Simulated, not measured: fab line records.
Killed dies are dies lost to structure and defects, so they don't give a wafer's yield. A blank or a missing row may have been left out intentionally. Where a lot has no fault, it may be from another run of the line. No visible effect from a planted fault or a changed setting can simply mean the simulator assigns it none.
fab line records ; flow n5_finfet
record: lots: 6; wafers: 18; last_day: 18
route steps=1938 shown WELL_APT@21 BEOL_M4@1111 PASSIVATION@1936
lots untouched by any fault: they come from a run of this same line in which no faults occurred
start_h: the number of hours between the record's first day and the start of the first shown wafer of the lot ; wait_h: hours since the lot's step before ; " same as the row above ; L1.1+2: one row covering several wafers at once ; - value missing, or start not given ; * or withheld: withheld ; < > ~ a bound
route shown NAME@n: a module of which the file shows steps, and the number in the route of the first ; usual: the fault-free wafers' mean and standard deviation ; same: alike in all rows ; chamber/n: place in a boat ; sites: per-site readings ; _std_site: their standard deviation ; _edge_site: the outer-site mean with the inner-site mean subtracted ; radius_mm: how far each site lies from the wafer's centre ; mask NAME#n: copy n ; behind: the most recent tool/chamber to have shaped the wafer ; hold: why the lot was held/for how many hours/how that ended ; device: the n, p or np transistor that did not switch ; end of line: at the end of the route, the tests of the same wafers ; for a step that has no rows: nothing shown but its recipe ; killed: not the wafer's yield, but the dies lost to structure and defects at the first sort ; map: dies across one wafer; x = killed, . = not, _ = none there
set.NAME: the run value of the setting; set.NAME@STEP: its run value at that earlier step ; model.NAME: the simulator's own value behind a step, which no gauge read
a table for each step, a row for each wafer; lots at some steps of the route
services: the hour from which a tool's chamber was out of use, counted from the record's first day as start_h (under 0 if before that day), plus the number of hours and why
== steps ==
step: N5_WELL_APT_COAT_02
recipe: spin_rpm: 1357; resist_thk_nm: 950
step: N5_WELL_APT_EBR_04
recipe: solvent: PGMEA; ebr_width_mm: 1.5
step: N5_WELL_APT_SOFTBAKE_03
recipe: temp_c: 130; time_s: 60
step: N5_WELL_APT_EXPOSE_05
recipe: mask_id: NWELL; na: 0.8; source_shape: conventional; sigma_outer: 0.8; polarization: unpolarized; defocus_nm: 0; target_cd_nm: 200; dose_mj: 20.3
step: N5_WELL_APT_PEB_06
recipe: peb_temp_c: 130; peb_time_s: 90
step: N5_WELL_APT_DEVELOP_07
recipe: develop_time_s: 45; rinse_liquid: surfactant_rinse; dry: air_spin; dev_temp_c: 21
step: N5_WELL_APT_HARDBAKE_12
recipe: temp_c: 130; time_s: 120
step: N5_WELL_APT_CD_MEAS_08
recipe: target_cd_nm: 200; landing_energy_ev: 500; detector: se_inlens
usual: cd_nm: 200.3/1.2
lot.wafer;tool;chamber;start_h;wait_h;cd_nm
L598.1;cd_sem-02;0;13.74;-;199.6
L598.5;cd_sem-02;0;13.74;-;198.4
L598.6;cd_sem-02;0;13.74;-;199.4
L599.4;cd_sem-02;0;19.71;-;200.2
L599.5;cd_sem-02;0;19.71;-;200.0
L599.6;cd_sem-02;0;19.71;-;199.7
L603.1;cd_sem-03;0;43.68;-;201.8
L603.4;cd_sem-03;0;43.68;-;201.3
L603.5;cd_sem-03;0;43.68;-;199.6
L613.1;cd_sem-03;0;103.69;-;202.2
L613.4;cd_sem-03;0;103.69;-;200.8
L613.5;cd_sem-03;0;103.69;-;200.5
L614.1;cd_sem-01;0;109.68;-;201.5
L614.4;cd_sem-01;0;109.68;-;200.1
L614.6;cd_sem-01;0;109.68;-;201.3
L615.2;cd_sem-03;0;115.91;-;201.4
L615.3;cd_sem-03;0;115.91;-;201.1
L615.6;cd_sem-03;0;115.91;-;201.2
step: N5_WELL_APT_OVL_MEAS_09
recipe: points_per_wafer: 44
usual: NWELL_OVL: 1/4.8
same: points_per_wafer: 44
lot.wafer;tool;chamber;start_h;wait_h;NWELL_OVL[nm]
L598.1;overlay-01;0;13.77;0.0;-4
L598.5;overlay-01;0;13.77;0.0;-2
L598.6;overlay-01;0;13.77;0.0;3
L599.4;overlay-02;0;19.74;0.0;-1
L599.5;overlay-02;0;19.74;0.0;9
L599.6;overlay-02;0;19.74;0.0;-9
L603.1;overlay-01;0;43.71;0.0;-1
L603.4;overlay-01;0;43.71;0.0;-3
L603.5;overlay-01;0;43.71;0.0;6
L613.1;overlay-02;0;103.72;0.0;-9
L613.4;overlay-02;0;103.72;0.0;-3
L613.5;overlay-02;0;103.72;0.0;-3
L614.1;overlay-01;0;109.71;0.0;7
L614.4;overlay-01;0;109.71;0.0;1
L614.6;overlay-01;0;109.71;0.0;2
L615.2;overlay-02;0;115.94;0.0;9
L615.3;overlay-02;0;115.94;0.0;1
L615.6;overlay-02;0;115.94;0.0;5
step: N5_WELL_APT_INSPECT_10
recipe: mode: adi; inspect_instrument: macro
usual: raw_defect_count: 2.0/1.5
lot.wafer;tool;chamber;start_h;wait_h;raw_defect_count
L598.1;defect_inspect-02;-;13.80;0.0;2
L598.5;defect_inspect-02;-;13.80;0.0;4
L598.6;defect_inspect-02;-;13.80;0.0;4
L599.4;defect_inspect-01;-;19.76;0.0;1
L599.5;defect_inspect-01;-;19.76;0.0;3
L599.6;defect_inspect-01;-;19.76;0.0;0
L603.1;defect_inspect-02;-;43.74;0.0;2
L603.4;defect_inspect-02;-;43.74;0.0;4
L603.5;defect_inspect-02;-;43.74;0.0;6
L613.1;defect_inspect-02;-;103.74;0.0;3
L613.4;defect_inspect-02;-;103.74;0.0;0
L613.5;defect_inspect-02;-;103.74;0.0;1
L614.1;defect_inspect-01;-;109.73;0.0;3
L614.4;defect_inspect-01;-;109.73;0.0;5
L614.6;defect_inspect-01;-;109.73;0.0;1
L615.2;defect_inspect-01;-;115.96;0.0;2
L615.3;defect_inspect-01;-;115.96;0.0;2
L615.6;defect_inspect-01;-;115.96;0.0;0
step: N5_WELL_APT_DESCUM_13
recipe: chemistry: O2; time_s: 7.9; source_power_w: 50; bias_power_w: 20; pressure_mtorr: 20; rf_frequency_hz: 2.712e+07; temp_c: 40; o2_flow_sccm: 225
usual: drypump_motor_current_A: 5.6/0.36; o2_flow_sccm: 225.0/0.76; oes_product_au: 0.79/0.099; rf_vpp_V: 243.6/1.2; showerhead_plenum_p_Torr: 2.12/0.066; throttle_valve_pct: 20.48/0.29
lot.wafer;tool;chamber;start_h;wait_h;drypump_motor_current_A;o2_flow_sccm;oes_product_au;rf_hours_counter_h;rf_vpp_V;showerhead_plenum_p_Torr;throttle_valve_pct
L598.1;rie_diel-06;0;14.02;0.2;5.5;225.1;0.77;137;244.1;2.10;20.18
L598.5;rie_diel-06;0;14.02;0.2;5.4;225.5;0.78;-;244.8;2.10;20.17
L598.6;rie_diel-06;1;14.02;0.2;5.3;224.6;0.82;-;243.6;2.03;20.65
L599.4;rie_diel-06;0;19.89;0.1;5.5;225.6;0.77;-;242.5;2.10;20.17
L599.5;rie_diel-06;3;19.89;0.1;6.5;225.7;0.74;-;245.4;2.17;20.42
L599.6;rie_diel-06;1;19.89;0.1;5.3;224.9;0.82;-;242.2;2.03;20.64
L603.1;rie_diel-03;1;43.77;0.0;5.5;225.2;0.73;181;243.8;2.09;20.45
L603.4;rie_diel-03;2;43.77;0.0;5.7;225.3;0.70;-;240.2;1.97;20.33
L603.5;rie_diel-03;1;43.77;0.0;5.6;224.7;0.73;-;242.8;2.09;20.44
L613.1;rie_diel-03;1;103.78;0.0;5.6;224.6;0.71;207;244.4;2.08;20.48
L613.4;rie_diel-03;3;103.78;0.0;5.7;224.7;0.69;-;244.1;2.15;20.97
L613.5;rie_diel-03;0;103.78;0.0;5.1;224.3;0.93;-;241.8;2.06;20.45
L614.1;rie_diel-04;0;109.78;0.0;5.4;224.6;0.86;37;246.0;2.23;20.74
L614.4;rie_diel-04;3;109.78;0.0;5.5;225.6;0.96;10;244.8;2.14;19.89
L614.6;rie_diel-04;0;109.78;0.0;5.4;224.8;0.86;-;245.0;2.23;20.73
L615.2;rie_diel-03;1;115.99;0.0;5.6;226.5;0.71;213;241.8;2.08;20.51
L615.3;rie_diel-03;3;115.99;0.0;5.7;225.4;0.68;-;243.7;2.15;20.96
L615.6;rie_diel-03;1;115.99;0.0;5.6;225.1;0.71;-;242.1;2.08;20.51
step: N5_WELL_APT_IMPLANT_14
recipe: species: P; energy_kev: 160; dose_cm2: 1.5e+13; tilt_deg: 0; rotation_deg: 0
step: N5_WELL_APT_IMPLANT_15
recipe: species: As; energy_kev: 25; dose_cm2: 1.5e+13; tilt_deg: 0; rotation_deg: 0
usual: beam_on_s: 10.00/0.19; tilt_deg: -0.003/0.02
lot.wafer;tool;chamber;start_h;wait_h;beam_on_s;tilt_deg
L598.1;implanter-02;0;14.30;0.1;9.84;0.003
L598.5;implanter-02;0;14.30;0.1;9.77;-0.003
L598.6;implanter-02;0;14.30;0.1;10.19;-0.051
L599.4;implanter-02;0;20.22;0.1;10.03;-0.035
L599.5;implanter-02;0;20.22;0.1;10.19;-0.044
L599.6;implanter-02;0;20.22;0.1;10.20;-0.023
L603.1;implanter-02;0;44.05;0.1;10.18;0.002
L603.4;implanter-02;0;44.05;0.1;10.09;-0.005
L603.5;implanter-02;0;44.05;0.1;10.12;0.005
L603.1;implanter-02;0;44.40;0.3;9.91;0.035
L603.4;implanter-02;0;44.40;0.3;10.14;0.024
L603.5;implanter-02;0;44.40;0.3;9.53;0.012
L613.1;implanter-02;0;104.05;0.1;10.25;0.002
L613.4;implanter-02;0;104.05;0.1;10.01;-0.020
L613.5;implanter-02;0;104.05;0.1;10.21;0.013
L613.1;implanter-02;0;104.40;0.3;10.01;0.007
L613.4;implanter-02;0;104.40;0.3;10.26;0.005
L613.5;implanter-02;0;104.40;0.3;10.14;0.031
L614.1;implanter-02;0;110.06;0.1;10.16;0.008
L614.4;implanter-02;0;110.06;0.1;9.69;0.000
L614.6;implanter-02;0;110.06;0.1;10.34;0.000
L615.2;implanter-02;0;116.34;0.1;9.84;-0.005
L615.3;implanter-02;0;116.34;0.1;9.65;-0.022
L615.6;implanter-02;0;116.34;0.1;9.78;-0.020
step: N5_WELL_APT_STRIP_16
recipe: chemistry: SPM; time_s: 900; temp_c: 130; h2so4_h2o2_vol_ratio: 4; dry: ipa_marangoni
step: N5_BEOL_M4_RC_MEAS_101
usual: DIBL_N: 36.4/1.4; DIBL_P: 36.3/1.8; IOFF_N: 0.163/0.024; IOFF_P: 0.21/0.034; ION_N: 673/11; ION_P: 461/7.4; SS_N: 71.6/0.52; SS_P: 73.3/0.58; VT_N: 249.4/2.5; VT_P: -250/3.5
lot.wafer;tool;chamber;start_h;wait_h;DIBL_N[mV/V];DIBL_P[mV/V];IOFF_N[nA/um];IOFF_P[nA/um];ION_N[uA/um];ION_P[uA/um];SS_N[mV/dec];SS_P[mV/dec];VT_N[mV];VT_P[mV]
L598.1;prober-02;0;167.98;0.0;35.4;34.2;0.145;0.17;670;457;70.8;73.4;249.5;-256
L598.5;prober-02;0;167.98;0.0;34.0;32.1;0.119;0.15;660;447;70.7;72.3;255.6;-256
L598.6;prober-02;0;167.98;0.0;36.3;35.4;0.157;0.19;670;455;71.6;73.8;252.5;-253
L599.4;prober-02;0;171.12;0.5;39.4;40.4;0.228;0.27;679;461;72.8;74.5;245.1;-249
L599.5;prober-02;0;171.12;0.5;36.9;37.2;0.180;0.23;667;455;71.5;72.9;249.7;-249
L599.6;prober-02;0;171.12;0.5;35.9;36.5;0.157;0.20;679;468;71.0;72.3;248.3;-250
L614.1;prober-02;0;261.05;0.0;34.6;32.7;0.121;0.16;655;447;71.0;72.4;251.4;-255
L614.4;prober-02;0;261.05;0.0;34.6;32.4;0.115;0.16;654;450;72.2;72.7;253.5;-251
L614.6;prober-02;0;261.05;0.0;36.9;35.5;0.153;0.19;672;457;72.0;73.4;249.1;-252
L615.2;prober-01;0;266.76;0.2;35.9;36.8;0.161;0.21;685;467;71.5;73.3;248.3;-249
L615.3;prober-01;0;266.76;0.2;35.8;36.6;0.169;0.20;693;466;70.8;72.5;246.7;-248
L615.6;prober-01;0;266.76;0.2;35.4;35.5;0.153;0.19;673;458;70.7;72.3;248.1;-251
L603.1;prober-01;0;287.73;0.0;35.4;35.9;0.157;0.20;673;457;71.2;73.7;251.3;-252
L603.4;prober-01;0;287.73;0.0;35.7;36.0;0.153;0.20;663;457;71.4;73.7;251.2;-252
L603.5;prober-01;0;287.73;0.0;36.3;36.6;0.165;0.21;664;455;72.2;73.6;251.1;-252
L613.1;prober-01;0;358.81;0.0;36.2;37.3;0.172;0.22;679;458;72.5;73.5;247.8;-250
L613.4;prober-01;0;358.81;0.0;34.0;34.2;0.120;0.18;660;453;71.5;72.2;255.2;-250
L613.5;prober-01;0;358.81;0.0;35.9;36.5;0.163;0.21;673;461;71.8;72.5;249.1;-248
step: N5_PASSIVATION_PROBE_49
usual: defect_limited_yield: 91.4/1.6; killed_at_M0_to_M3: 34/12; killed_at_M4_up: 13/5.2; killed_at_contacts: 11/5.5; killed_at_front_end: 40/13; killed_at_other: 3.4/2.7; killed_dies: 102/19; killed_open: 66/15; killed_short: 33/7.9; sort_bin_5_function: 5.1/1.1; sort_bin_6_memory: 3.2/0.7; sort_n_pass: 1078/19; sort_yield_pct: 91.4/1.6
same: gross_dies: 1180; killed_at_back_side: 0; sort_bin_4_leakage[%]: 0; sort_bin_8_speed[%]: 0
lot.wafer;tool;chamber;start_h;wait_h;defect_limited_yield[%];killed_at_M0_to_M3;killed_at_M4_up;killed_at_contacts;killed_at_front_end;killed_at_other;killed_dies;killed_open;killed_short;sort_bin_5_function[%];sort_bin_6_memory[%];sort_n_pass;sort_yield_pct[%]
L603.1;prober-01;-;356.35;0.0;92.1;27;14;7;41;4;93;52;41;4.9;2.7;1087;92.1
L603.4;prober-01;-;356.50;0.2;91.9;31;12;3;48;1;95;59;36;4.7;2.9;1085;91.9
L603.5;prober-01;-;356.55;0.2;92.9;24;12;7;40;1;84;60;24;4.7;2.0;1096;92.9
L613.1;prober-01;-;432.16;0.0;87.5;50;12;12;71;2;147;97;48;6.9;4.9;1033;87.5
L613.4;prober-01;-;432.31;0.2;89.0;61;15;7;45;2;130;86;44;6.7;3.9;1050;89.0
L613.5;prober-01;-;432.36;0.2;88.8;46;20;12;50;4;132;87;42;6.6;3.8;1048;88.8
killed by level:class
L603.1 BEOL_M0_SAQP:geometric_particle:short=14 FIN_SAQP:geometric_particle:open=9 FIN_SAQP:geometric_particle:short=9 GATE_CUT:geometric_particle:short=7 BEOL_M0_SAQP:geometric_particle:open=7 BEOL_M4:geometric_particle:open=7 STI_FIN_REVEAL:geometric_particle:open=6 MOL_CONTACT_COAG:geometric_particle:open=5
L603.4 FIN_SAQP:geometric_particle:open=17 BEOL_M2:geometric_particle:open=10 BEOL_M0_SAQP:geometric_particle:short=9 FIN_SAQP:geometric_particle:short=8 BEOL_M4:geometric_particle:open=7 STI_FIN_REVEAL:geometric_particle:open=5 DUMMY_GATE:geometric_particle:short=4 BEOL_M0_SAQP:geometric_particle:open=4
L603.5 STI_FIN_REVEAL:geometric_particle:open=12 MOL_CONTACT_COAG:geometric_particle:open=7 FIN_SAQP:geometric_particle:open=6 BEOL_M3:geometric_particle:open=6 BEOL_M4:geometric_particle:open=6 BEOL_M0_SAQP:geometric_particle:open=5 FIN_SAQP:geometric_particle:short=4 BEOL_M2:geometric_particle:open=4
L613.1 STI_FIN_REVEAL:geometric_particle:open=17 BEOL_M0_SAQP:geometric_particle:open=14 BEOL_M0_SAQP:geometric_particle:short=13 FIN_SAQP:geometric_particle:open=12 BEOL_M2:geometric_particle:open=10 DUMMY_GATE:geometric_particle:open=7 MOL_CONTACT_COAG:geometric_particle:open=7 FIN_SAQP:geometric_particle:short=6
L613.4 FIN_SAQP:geometric_particle:open=12 BEOL_M0_SAQP:geometric_particle:open=12 BEOL_M0_SAQP:geometric_particle:short=12 BEOL_M1:geometric_particle:open=11 BEOL_M3:geometric_particle:open=9 FIN_SAQP:geometric_particle:short=6 STI_FIN_REVEAL:geometric_particle:open=6 MOL_CONTACT_COAG:geometric_particle:open=6
L613.5 FIN_SAQP:geometric_particle:short=11 FIN_SAQP:geometric_particle:open=11 BEOL_M0_SAQP:geometric_particle:open=11 BEOL_M1:geometric_particle:open=11 STI_FIN_REVEAL:geometric_particle:open=10 MOL_CONTACT_COAG:geometric_particle:open=9 BEOL_M0_SAQP:geometric_particle:short=8 BEOL_M4:geometric_particle:open=8
== services ==
tool;chamber;start_h;hours;kind
rie_diel-04;0;2.96;-;clean
rie_diel-04;0;2.96;-;consumable_replace:focus_ring
rie_diel-04;0;2.96;-;consumable_replace:showerhead
rie_diel-04;0;2.96;15.3;scheduled_down
rie_diel-04;0;2.96;15.3;vent_cycle
rie_diel-04;2;18.60;-;clean
rie_diel-04;2;18.60;-;consumable_replace:focus_ring
rie_diel-04;2;18.60;32.3;scheduled_down
rie_diel-04;2;18.60;32.3;vent_cycle
rie_diel-06;2;19.45;22.1;repair
rie_diel-03;3;22.21;6.4;repair
rie_diel-03;0;39.72;-;clean
rie_diel-03;0;39.72;-;consumable_replace:focus_ring
rie_diel-03;0;39.72;26.3;scheduled_down
rie_diel-03;0;39.72;26.3;vent_cycle
rie_diel-06;1;51.39;1.4;repair
rie_diel-04;3;66.26;-;clean
rie_diel-04;3;66.26;-;consumable_replace:focus_ring
rie_diel-03;2;69.94;-;clean
rie_diel-03;2;69.94;-;consumable_replace:focus_ring
rie_diel-03;2;69.94;-;consumable_replace:showerhead
rie_diel-03;2;69.94;13.2;scheduled_down
rie_diel-03;2;69.94;13.2;vent_cycle
rie_diel-03;0;111.09;14.0;repair
== key ==
first_sign: step: N5_WELL_APT_IMPLANT_15; reading: visit; direction: added
effect none on later readings
met_at N5_WELL_APT_IMPLANT_15
struck_wafers L603.1,L603.4,L603.5,L613.1,L613.4,L613.5
loop_trim: step: N5_BEOL_M4_EXPOSE_08; setting: dose; lots: L613
loop_trim: step: N5_BEOL_M4_EXPOSE_25; setting: dose; lots: L613
fault: kind: repeated_step_whole; tool: implanter-01,implanter-02; chamber: -; onset_h: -; steps: N5_WELL_APT_IMPLANT_15; times: 1; scope: struck_lots_only
loop_trim: a control loop set the setting to another value than it would have without faults
